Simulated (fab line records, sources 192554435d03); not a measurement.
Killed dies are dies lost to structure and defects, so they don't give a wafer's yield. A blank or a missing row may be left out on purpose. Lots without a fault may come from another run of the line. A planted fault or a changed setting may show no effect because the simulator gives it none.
fab line records | flow n5_finfet
record lots=10 wafers=28 last_day=17
route steps=1938 shown BEOL_M4@1067 PASSIVATION@1936
lots that met no fault: from a run of the same line without faults
start_h: hours from the record's first day to the start of the lot's first wafer shown | wait_h: hours since the lot's step before | " the same as in the row above | L1.1+2: a row that stands for several wafers | - no value, or no start given | * or withheld: withheld | < > ~ a bound
route shown NAME@n: a module of which the file shows steps, and the number in the route of the first | usual: mean/standard deviation of fault-free wafers | same: alike in all rows | chamber/n: place in a boat | sites: the reading at each site | _std_site: their standard deviation | _edge_site: outer sites' mean less inner sites' | radius_mm: how far each site lies from the wafer's centre | mask NAME#n: copy n | behind: the tool/chamber that last shaped the wafer | hold: why the lot was held/for how many hours/how that ended | device: the transistor (n, p or np) that didn't switch | end of line: the same wafers' tests at the end of the route | a step without rows: its recipe alone | killed: dies lost to structure and defects at the first sort, not the wafer's yield | map: a wafer's dies, x killed, . not, _ none there
set.NAME: the setting as run; set.NAME@STEP: as run at that earlier step | model.NAME: the simulator's own value behind a step, which no gauge read
steps of the route over a sample of lots; a table a step, a row a wafer
services: from which hour (start_h, from the record's first day; less than 0 if before it) a tool's chamber was out of use, for how many hours, and why
## steps
# step N5_BEOL_M4_VIA_ETCH_34
# recipe chemistry=C4F6/O2 target_depth_a=694 mask_material=SOC pressure_mtorr=15 ion_energy_ev=250 taper_deg=4 time_s=65.9 source_w=350 bias_w=170 Ar_flow_sccm=300 C4F6_flow_sccm=10 O2_flow_sccm=10
# usual bias_w=170.0/0.47 drypump_motor_current_A=5.9/0.6 oes_product_au=0.79/0.086 rf_vpp_V=668/10 showerhead_plenum_p_Torr=2.88/0.11 throttle_valve_pct=30.8/0.3
# same time_s=65.9
# columns lot.wafer tool chamber start_h wait_h bias_w drypump_motor_current_A oes_product_au rf_hours_counter_h rf_vpp_V showerhead_plenum_p_Torr throttle_valve_pct
L534.2 rie_diel-02 1 181.14 0.0 170.0 6.5 0.90 22 676 3.01 30.3
L534.3 " 0 " " 169.9 6.2 0.70 206 678 2.93 30.4
L534.5 " 3 " " 169.7 5.9 0.90 - 657 3.03 31.0
L533.2 rie_diel-02 3 181.87 0.0 170.1 5.9 0.91 35 655 3.03 31.1
L533.5 " 1 " " 170.1 6.5 0.91 - 674 3.01 30.3
L533.6 " 2 " " 169.8 5.7 0.81 - 671 2.85 30.6
L535.1 rie_diel-02 0 193.90 0.0 170.9 6.2 0.72 210 677 2.92 30.4
L535.2 " 3 " " 169.4 6.0 0.91 37 657 3.03 31.0
L535.5 " 1 " " 168.7 6.5 0.92 - 676 3.01 30.3
L536.1 rie_diel-01 1 194.37 0.0 169.4 6.2 0.82 98 676 2.99 30.9
L536.2 " 2 " " 169.7 4.9 0.71 197 657 2.71 30.8
L536.5 " 1 " " 169.6 6.1 0.82 - 675 2.99 30.9
L537.1 rie_diel-02 1 202.19 0.0 170.1 6.5 0.90 30 673 3.01 30.3
L537.4 " 2 " " 169.8 5.6 0.80 95 673 2.85 30.6
L537.6 " 3 " " 170.1 6.0 0.90 - 656 3.03 31.0
L539.1 rie_diel-05 1 224.71 0.0 170.1 6.5 0.69 221 674 2.80 30.2
L539.3 " 3 " " 170.2 6.2 0.70 252 644 2.69 30.6
L539.4 " 3 " " 169.9 6.2 0.70 - 644 2.69 30.6
L542.1 rie_diel-02 1 229.10 0.0 169.8 6.5 0.88 39 674 3.00 30.3
L542.3 " 3 " " 170.7 6.0 0.89 50 654 3.02 31.1
L542.4 " 0 " " 170.0 6.3 0.71 222 678 2.92 30.4
L551.1 rie_diel-01 2 276.51 0.0 170.2 4.9 0.69 223 658 2.70 30.8
L551.6 " 1 " " 171.0 6.1 0.79 - 677 2.97 31.0
L550.1 rie_diel-02 0 276.64 0.0 170.4 6.2 0.69 237 677 2.91 30.4
L550.5 " 2 " " 170.2 5.7 0.79 - 673 2.84 30.7
L550.6 " 1 " " 170.0 6.5 0.87 - 676 2.99 30.3
L553.2 rie_diel-01 0 296.18 0.0 170.4 6.8 0.71 209 678 2.84 31.2
L553.6 " 2 " " 170.2 4.9 0.68 - 658 2.69 30.8
# step N5_BEOL_M4_ALD_84
# recipe material=TaN target_thk_a=* temp_c=275 ald_precursor_family=PDMAT ald_co_reactant=NH3 pressure_torr=3 carrier_flow_sccm=1500 pulse_time_s=2 purge_time_s=3 co_reactant_purge_time_s=2 co_reactant_pulse_time_s=3 ald_cycles=30 precursor_vessel_temp_c=75 precursor_vessel_pressure_torr=26.25 precursor_vessel_carrier_sccm=1000
# usual heater_power_outer_w=227/26 heater_power_w=418/44 mfc_carrier_sccm=1500/4.4 susceptor_temp_C=275.03/0.2
# columns lot.wafer tool chamber start_h wait_h heater_power_outer_w heater_power_w mfc_carrier_sccm since_wet_clean_h susceptor_temp_C
L534.2 ald_metal-02 1 182.02 0.0 218 430 1497 2922 274.94
L534.3 " 0 " " 192 358 1489 2922 275.52
L534.5 " 1 " " 219 434 1501 - 275.26
L533.2 ald_metal-01 2 182.49 0.0 270 466 1501 5999 274.85
L533.5 " 0 " " 212 364 1503 - 275.32
L533.6 " 3 " " 249 429 1501 - 274.77
L535.1 ald_metal-04 0 195.01 0.0 212 412 1501 4473 274.75
L535.2 " 3 " " 263 451 1501 4473 275.28
L535.5 " 3 " " 269 461 1502 - 275.01
L536.1 ald_metal-01 3 195.20 0.1 254 428 1496 6012 274.84
L536.2 " 0 " " 206 378 1504 6012 275.33
L536.5 " 0 " " 215 379 1500 - 275.12
L537.1 ald_metal-02 3 202.94 0.1 248 464 1498 2943 275.25
L537.4 " 2 " " 251 482 1493 2943 275.01
L537.6 " 2 " " 253 471 1494 - 274.85
L539.1 ald_metal-02 0 225.85 0.3 190 364 1500 2966 275.04
L539.3 " 2 " " 244 480 1501 2966 275.04
L539.4 " 1 " " 225 424 1494 2966 274.82
L542.1 ald_metal-01 0 230.06 0.0 211 366 1509 6047 274.98
L542.3 " 2 " " 268 484 1497 6047 275.00
L542.4 " 3 " " 244 451 1504 6047 275.32
L551.1 ald_metal-02 0 277.59 0.2 188 370 1500 3017 275.02
L551.6 " 2 " " 258 476 1494 - 274.99
L550.1 ald_metal-01 2 277.72 0.3 265 478 1504 6095 274.95
L550.5 " 0 " " 216 376 1497 - 274.99
L550.6 " 3 " " 244 441 1507 - 275.04
L553.2 ald_metal-01 1 297.04 0.1 207 396 1509 6114 275.06
L553.6 " 0 " " 210 374 1505 - 274.58
# step N5_BEOL_M4_SURFACE_TREAT_85
# recipe gas=Ar time_s=* ion_energy_ev=* ion_current_ma_cm2=0.5 pressure_mtorr=* ar_flow_sccm=30
# usual throttle_valve_pct=*
# same time_s=*
# columns lot.wafer tool chamber start_h wait_h throttle_valve_pct
L534.2 pvd_sputter-03 - 182.35 0.2 *
L534.3 " - " " *
L534.5 " - " " *
L533.2 pvd_sputter-02 - 182.73 0.1 *
L533.5 " - " " *
L533.6 " - " " *
L535.1 pvd_sputter-03 - 197.01 1.9 *
L535.2 " - " " *
L535.5 " - " " *
L536.1 pvd_sputter-03 - 197.05 1.8 *
L536.2 " - " " *
L536.5 " - " " *
L537.1 pvd_sputter-02 - 203.21 0.2 *
L537.4 " - " " *
L537.6 " - " " *
L539.1 pvd_sputter-01 - 226.23 0.3 *
L539.3 " - " " *
L539.4 " - " " *
L542.1 pvd_sputter-01 - 230.31 0.1 *
L542.3 " - " " *
L542.4 " - " " *
L551.1 pvd_sputter-03 - 277.83 0.1 *
L551.6 " - " " *
L550.1 pvd_sputter-03 - 277.99 0.2 *
L550.5 " - " " *
L550.6 " - " " *
L553.2 pvd_sputter-03 - 297.28 0.1 *
L553.6 " - " " *
# step N5_BEOL_M4_CVD_47
# recipe material=Co target_thk_a=30 temp_c=withheld precursor=CCTBA/H2 pressure_torr=30 time_s=223.8
# usual run_length_s=246.7/0.7
# columns lot.wafer tool chamber start_h wait_h run_length_s since_wet_clean_h
L534.2 cvd_co-01 2 182.41 0.0 246.2 264
L534.3 " 1 " " 247.3 1161
L534.5 " 2 " " 245.6 -
L533.2 cvd_co-02 1 182.97 0.2 246.2 46
L533.5 " 0 " " 247.9 -
L533.6 " 2 " " 247.4 -
L535.1 cvd_co-01 2 197.08 0.0 245.9 279
L535.2 " 0 " " 246.8 738
L535.5 " 1 " " 247.2 -
L536.1 cvd_co-02 1 197.34 0.3 245.6 61
L536.2 " 0 " " 247.5 957
L536.5 " 1 " " 246.1 -
L537.1 cvd_co-01 2 203.34 0.1 246.4 285
L537.4 " 2 " " 246.1 -
L537.6 " 2 " " 246.2 -
L539.1 cvd_co-01 2 226.32 0.1 245.9 308
L539.3 " 1 " " 246.6 1205
L539.4 " 1 " " 247.0 -
L542.1 cvd_co-02 1 230.37 0.0 245.7 94
L542.3 " 2 " " 247.1 517
L542.4 " 0 " " 247.9 -
L551.1 cvd_co-01 1 277.97 0.1 247.2 1257
L551.6 " 0 " " 188.4 -
L550.1 cvd_co-01 1 278.11 0.1 246.8 1257
L550.5 " 0 " " 246.5 -
L550.6 " 2 " " 187.7 -
L553.2 cvd_co-01 2 297.34 0.0 246.1 379
L553.6 " 0 " " 188.2 -
# step N5_BEOL_M4_RC_MEAS_101
# usual DIBL_N=36.3/1.8 DIBL_P=36.5/2.1 IOFF_N=0.16/0.031 IOFF_P=0.22/0.038 ION_N=677/12 ION_P=466/7.8 SS_N=71.5/0.61 SS_P=73.2/0.7 VT_N=249/3 VT_P=-248.9/3
# columns lot.wafer tool chamber start_h wait_h DIBL_N[mV/V] DIBL_P[mV/V] IOFF_N[nA/um] IOFF_P[nA/um] ION_N[uA/um] ION_P[uA/um] SS_N[mV/dec] SS_P[mV/dec] VT_N[mV] VT_P[mV]
L534.2 prober-02 0 185.80 0.2 32.9 32.6 0.10 0.14 663 462 70.6 72.1 254 -253.9
L534.3 " 0 " " 38.3 39.2 0.17 0.22 668 453 72.1 73.9 249 -248.2
L534.5 " 0 " " 37.4 38.4 0.18 0.21 686 469 71.9 72.8 249 -249.4
L533.2 prober-02 0 187.03 1.1 34.6 35.1 0.14 0.22 676 472 71.2 73.5 251 -245.7
L533.5 " 0 " " 36.4 37.0 0.17 0.24 682 474 70.5 73.3 246 -246.0
L533.6 " 0 " " 34.8 34.2 0.13 0.21 662 464 71.4 72.3 252 -249.5
L535.1 prober-02 0 200.24 0.0 38.2 38.6 0.20 0.24 693 464 72.0 73.6 247 -246.9
L535.2 " 0 " " 36.2 36.3 0.17 0.20 688 462 71.4 72.0 250 -250.2
L535.5 " 0 " " 39.2 38.9 0.22 0.27 691 466 72.4 73.8 244 -246.2
L536.1 prober-02 0 201.17 0.8 35.9 36.8 0.15 0.20 667 456 72.2 73.3 250 -249.2
L536.2 " 0 " " 36.7 37.7 0.17 0.22 664 459 72.4 73.4 252 -251.5
L536.5 " 0 " " 36.4 37.2 0.16 0.20 687 463 71.9 73.5 248 -251.7
L537.1 prober-02 0 207.06 0.0 38.6 37.6 0.19 0.25 681 468 71.4 74.4 248 -248.4
L537.4 " 0 " " 36.0 36.0 0.16 0.23 691 473 71.2 73.8 247 -246.6
L537.6 " 0 " " 37.0 36.9 0.17 0.23 694 472 70.9 73.6 248 -249.9
L539.1 prober-01 0 229.69 0.0 35.2 34.4 0.14 0.19 678 469 71.7 72.3 249 -249.9
L539.3 " 0 " " 39.7 39.6 0.22 0.26 673 460 72.0 74.2 247 -245.4
L539.4 " 0 " " 40.4 41.0 0.24 0.30 703 474 71.7 74.4 242 -245.9
L542.1 prober-02 0 234.31 0.0 34.3 34.6 0.14 0.21 661 460 71.6 73.9 251 -247.7
L542.3 " 0 " " 34.2 35.0 0.15 0.21 677 472 71.1 73.3 250 -246.4
L542.4 " 0 " " 34.7 35.8 0.14 0.21 662 460 72.2 73.0 252 -247.3
L551.1 prober-02 0 281.12 0.0 34.7 34.4 0.14 0.19 663 455 70.9 72.5 252 -250.7
L551.6 " 0 " " 34.2 34.0 0.14 0.18 664 462 71.3 72.1 251 -254.4
L550.1 prober-01 0 281.64 0.0 35.2 34.0 0.14 0.20 668 466 71.4 72.5 251 -248.6
L550.5 " 0 " " 35.4 34.4 0.14 0.20 670 470 70.9 72.0 250 -248.9
L550.6 " 0 " " 36.0 35.0 0.16 0.22 685 478 71.8 72.4 248 -248.1
L553.2 prober-02 0 300.58 0.2 33.1 33.0 0.12 0.19 661 466 70.7 71.9 255 -247.7
L553.6 " 0 " " 35.5 35.7 0.16 0.23 669 469 70.9 72.7 248 -248.0
# step N5_PASSIVATION_PROBE_49
# usual defect_limited_yield=91.2/1.5 killed_at_M0_to_M3=33/9.6 killed_at_M4_up=14/5.6 killed_at_contacts=14/5.5 killed_at_front_end=40/13 killed_at_other=4/3 killed_dies=104/17 killed_open=68/13 killed_short=33/7.2 sort_bin_5_function=5.2/0.95 sort_bin_6_memory=3.3/0.62 sort_n_pass=1076/17 sort_yield_pct=91.2/1.5
# same gross_dies=1180 killed_at_back_side=0 sort_bin_4_leakage[%]=0 sort_bin_8_speed[%]=0
# columns lot.wafer tool chamber start_h wait_h defect_limited_yield[%] killed_at_M0_to_M3 killed_at_M4_up killed_at_contacts killed_at_front_end killed_at_other killed_dies killed_open killed_short sort_bin_5_function[%] sort_bin_6_memory[%] sort_n_pass sort_yield_pct[%]
L533.2 prober-02 - 293.71 0.1 92.9 32 17 15 19 1 84 54 26 4.6 2.5 1096 92.9
L533.5 prober-02 - 293.86 0.2 93.8 21 16 13 20 3 73 44 25 3.9 1.8 1107 93.8
L533.6 prober-02 - 293.91 0.3 91.3 38 20 14 22 9 103 73 27 5.5 3.0 1077 91.3
L534.2 prober-02 - 299.19 0.1 93.0 24 10 20 23 6 83 58 20 4.0 2.8 1097 93.0
L534.3 prober-02 - 299.24 0.1 93.3 27 17 10 23 2 79 55 21 4.3 1.9 1101 93.3
L534.5 prober-02 - 299.34 0.2 93.0 29 8 15 29 2 83 54 29 4.3 2.4 1097 93.0
L535.1 prober-02 - 312.44 0.0 90.9 30 30 8 36 3 107 75 27 5.3 3.5 1073 90.9
L535.2 prober-02 - 312.49 0.1 94.0 14 11 10 34 2 71 42 23 3.6 1.9 1109 94.0
L535.5 prober-02 - 312.64 0.2 91.0 23 31 22 27 3 106 69 36 5.1 3.4 1074 91.0
L539.1 prober-02 - 337.04 0.0 92.2 37 9 10 31 5 92 55 36 4.2 3.3 1088 92.2
L539.3 prober-02 - 337.14 0.1 90.8 25 14 23 40 7 109 66 36 5.3 3.2 1071 90.8
L539.4 prober-02 - 337.19 0.2 91.4 37 15 10 32 8 102 58 43 4.6 3.5 1078 91.4
L551.1 prober-01 - 393.84 0.0 90.3 48 24 13 28 2 115 64 42 5.4 3.6 1065 90.3
L551.6 prober-01 - 394.09 0.3 91.0 37 7 21 41 0 106 63 37 5.6 2.7 1074 91.0
L550.1 prober-02 - 397.74 0.0 87.9 34 25 9 68 7 143 99 42 7.6 4.1 1037 87.9
L550.5 prober-02 - 397.94 0.2 88.7 34 25 7 61 6 133 80 49 6.4 3.8 1047 88.7
L550.6 prober-02 - 397.99 0.3 90.8 43 13 7 45 1 109 74 32 5.3 3.3 1071 90.8
L553.2 prober-02 - 409.54 0.1 90.8 43 3 15 46 2 109 75 29 4.5 4.0 1071 90.8
L553.6 prober-02 - 409.74 0.3 91.6 30 12 14 41 2 99 63 33 4.6 3.7 1081 91.6
# killed by level:class
L533.2 MOL_CONTACT_COAG:geometric_particle:open=12 BEOL_M1:geometric_particle:open=8 BEOL_M0_SAQP:geometric_particle:short=7 BEOL_M3:geometric_particle:open=7 BEOL_M4:geometric_particle:open=7 FIN_SAQP:geometric_particle:short=4 STI_FIN_REVEAL:geometric_particle:open=3 MOL_CONTACT_COAG:geometric_particle:short=3
L533.5 MOL_CONTACT_COAG:geometric_particle:open=11 BEOL_M0_SAQP:geometric_particle:open=5 BEOL_M2:geometric_particle:open=5 FIN_SAQP:geometric_particle:open=4 GATE_CUT:geometric_particle:short=4 BEOL_M5:geometric_particle:open=4 BEOL_M3:geometric_particle:open=3 BEOL_M5:geometric_particle:short=3
L533.6 MOL_CONTACT_COAG:geometric_particle:open=14 BEOL_M0_SAQP:geometric_particle:open=12 GATE_CUT:geometric_particle:open=10 BEOL_M5:geometric_particle:open=8 GATE_CUT:geometric_particle:short=5 BEOL_M2:geometric_particle:open=5 BEOL_M4:geometric_particle:open=4 BEOL_M0_SAQP:geometric_particle:short=4
L534.2 MOL_CONTACT_COAG:geometric_particle:open=13 BEOL_M3:geometric_particle:open=10 STI_FIN_REVEAL:geometric_particle:open=7 MOL_CONTACT_COAG:geometric_particle:short=5 BEOL_M0_SAQP:geometric_particle:open=4 BEOL_M4:geometric_particle:open=3 SPACER0:geometric_particle:open=3 GATE_CUT:geometric_particle:short=3
L534.3 BEOL_M0_SAQP:geometric_particle:open=8 BEOL_M3:geometric_particle:open=7 MOL_CONTACT_COAG:geometric_particle:open=7 BEOL_M4:geometric_particle:open=6 BEOL_M1:geometric_particle:open=4 STI_FIN_REVEAL:geometric_particle:open=3 DUMMY_GATE:geometric_particle:short=3 SDB:geometric_particle:short=3
L534.5 MOL_CONTACT_COAG:geometric_particle:open=12 BEOL_M0_SAQP:geometric_particle:open=9 DUMMY_GATE:geometric_particle:open=8 BEOL_M2:geometric_particle:open=6 BEOL_M0_SAQP:geometric_particle:short=6 BEOL_M8:geometric_particle:open=4 FIN_SAQP:geometric_particle:open=3 DUMMY_GATE:geometric_particle:short=3
L535.1 BEOL_M4:geometric_particle:open=15 FIN_SAQP:geometric_particle:open=11 BEOL_M2:geometric_particle:open=11 FIN_SAQP:geometric_particle:short=8 BEOL_M3:geometric_particle:open=6 MOL_CONTACT_COAG:geometric_particle:open=5 BEOL_M5:geometric_particle:open=5 STI_FIN_REVEAL:geometric_particle:open=3
L535.2 FIN_SAQP:geometric_particle:open=8 BEOL_M4:geometric_particle:open=8 MOL_CONTACT_COAG:geometric_particle:open=7 HKMG_FIN:area_etch=5 STI_FIN_REVEAL:geometric_particle:open=4 BEOL_M0_SAQP:geometric_particle:short=4 FIN_SAQP:geometric_particle:short=3 DUMMY_GATE:geometric_particle:short=3
L535.5 MOL_CONTACT_COAG:geometric_particle:open=19 BEOL_M4:geometric_particle:open=15 FIN_SAQP:geometric_particle:open=8 BEOL_M0_SAQP:geometric_particle:short=8 GATE_CUT:geometric_particle:short=5 BEOL_M2:geometric_particle:open=5 BEOL_M5:geometric_particle:open=5 BEOL_M0_SAQP:geometric_particle:open=4
L539.1 BEOL_M0_SAQP:geometric_particle:open=11 BEOL_M1:geometric_particle:open=8 BEOL_M2:geometric_particle:open=7 STARTING-WAFER:geometric_particle:short=7 FIN_SAQP:geometric_particle:short=6 MOL_CONTACT_COAG:geometric_particle:open=6 FIN_SAQP:geometric_particle:open=5 BEOL_M0_SAQP:geometric_particle:short=5
L539.3 MOL_CONTACT_COAG:geometric_particle:open=18 STI_FIN_REVEAL:geometric_particle:open=11 GATE_CUT:geometric_particle:short=9 BEOL_M4:geometric_particle:open=8 BEOL_M1:geometric_particle:open=7 BEOL_M0_SAQP:geometric_particle:short=5 BEOL_M2:geometric_particle:open=5 FIN_SAQP:geometric_particle:short=4
L539.4 BEOL_M2:geometric_particle:open=8 MOL_CONTACT_COAG:geometric_particle:open=8 BEOL_M4:geometric_particle:open=7 FIN_SAQP:geometric_particle:open=6 FIN_SAQP:geometric_particle:short=6 BEOL_M0_SAQP:geometric_particle:open=6 BEOL_M0_SAQP:geometric_particle:short=6 BEOL_M3:geometric_particle:short=6
L551.1 MOL_CONTACT_COAG:geometric_particle:open=11 BEOL_M0_SAQP:geometric_particle:open=10 BEOL_M0_SAQP:geometric_particle:short=10 BEOL_M4:geometric_particle:open=9 BEOL_M1:geometric_particle:short=8 BEOL_M2:geometric_particle:open=7 BEOL_M5:geometric_particle:open=6 HKMG_FIN:area_etch=5
L551.6 MOL_CONTACT_COAG:geometric_particle:open=17 BEOL_M0_SAQP:geometric_particle:short=12 BEOL_M0_SAQP:geometric_particle:open=9 BEOL_M2:geometric_particle:open=6 STI_FIN_REVEAL:geometric_particle:open=6 GATE_CUT:geometric_particle:short=6 DUMMY_GATE:geometric_particle:open=5 HKMG_FIN:area_etch=5
L550.1 STI_FIN_REVEAL:geometric_particle:open=18 FIN_SAQP:geometric_particle:open=15 BEOL_M4:geometric_particle:open=12 BEOL_M2:geometric_particle:open=11 FIN_SAQP:geometric_particle:short=8 DUMMY_GATE:geometric_particle:open=8 BEOL_M0_SAQP:geometric_particle:open=8 GATE_CUT:geometric_particle:open=7
L550.5 FIN_SAQP:geometric_particle:open=24 FIN_SAQP:geometric_particle:short=16 BEOL_M4:geometric_particle:open=12 BEOL_M0_SAQP:geometric_particle:short=8 BEOL_M1:geometric_particle:open=6 BEOL_M2:geometric_particle:open=6 BEOL_M4:geometric_particle:short=5 BEOL_M0_SAQP:geometric_particle:open=5
L550.6 FIN_SAQP:geometric_particle:open=13 BEOL_M0_SAQP:geometric_particle:short=12 BEOL_M4:geometric_particle:open=10 BEOL_M0_SAQP:geometric_particle:open=9 STI_FIN_REVEAL:geometric_particle:open=7 BEOL_M2:geometric_particle:open=7 MOL_CONTACT_COAG:geometric_particle:open=6 FIN_SAQP:geometric_particle:short=5
L553.2 STI_FIN_REVEAL:geometric_particle:open=19 MOL_CONTACT_COAG:geometric_particle:open=14 BEOL_M3:geometric_particle:open=9 BEOL_M0_SAQP:geometric_particle:open=8 BEOL_M2:geometric_particle:open=6 BEOL_M0_SAQP:geometric_particle:short=6 FIN_SAQP:geometric_particle:open=5 BEOL_M3:geometric_particle:short=5
L553.6 MOL_CONTACT_COAG:geometric_particle:open=11 STI_FIN_REVEAL:geometric_particle:open=9 BEOL_M3:geometric_particle:open=8 FIN_SAQP:geometric_particle:open=7 STI_FIN_REVEAL:geometric_particle:short=6 BEOL_M2:geometric_particle:open=6 BEOL_M4:geometric_particle:open=6 FIN_SAQP:geometric_particle:short=5
## services
# columns tool chamber start_h hours kind
rie_diel-01 3 165.61 6.2 repair
ald_metal-04 - 175.44 6.2 repair
rie_diel-01 1 200.33 1.6 repair
cvd_co-01 0 201.83 16.8 repair
rie_diel-05 0 203.00 - clean
rie_diel-05 0 203.00 - consumable_replace:focus_ring
rie_diel-05 0 203.00 22.6 scheduled_down
rie_diel-05 0 203.00 22.6 vent_cycle
cvd_co-02 - 214.67 0.5 repair
rie_diel-05 3 226.02 - clean
rie_diel-05 3 226.02 - consumable_replace:focus_ring
rie_diel-05 3 226.02 - consumable_replace:showerhead
rie_diel-05 3 226.02 24.8 scheduled_down
rie_diel-05 3 226.02 24.8 vent_cycle
rie_diel-05 2 248.35 14.3 repair
rie_diel-01 2 252.54 8.2 repair
ald_metal-01 - 254.52 0.5 repair
rie_diel-05 1 297.02 - clean
rie_diel-05 1 297.02 - consumable_replace:focus_ring
rie_diel-05 1 297.02 22.1 scheduled_down
rie_diel-05 1 297.02 22.1 vent_cycle
## key
first_sign step=N5_BEOL_M4_CVD_47 reading=run_length_s direction=down sigmas=84 usual=* struck=*
effect none on later readings
met_at N5_BEOL_M4_CVD_47
struck_lots L550,L551,L553
struck_wafers L550.6,L551.6,L553.6
not_acting_at N5_BEOL_M4_VIA_ETCH_34,N5_BEOL_M4_ALD_84,N5_BEOL_M4_SURFACE_TREAT_85
onset_between 226.32 277.97
fault kind=process_parameter_drift tool=cvd_co-01 chamber=- onset_h=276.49 steps=N5_BEOL_M4_CVD_47 channel=time_s offset=* shape=step end_h=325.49 scope=struck_wafers_only acts_in=* stated=*
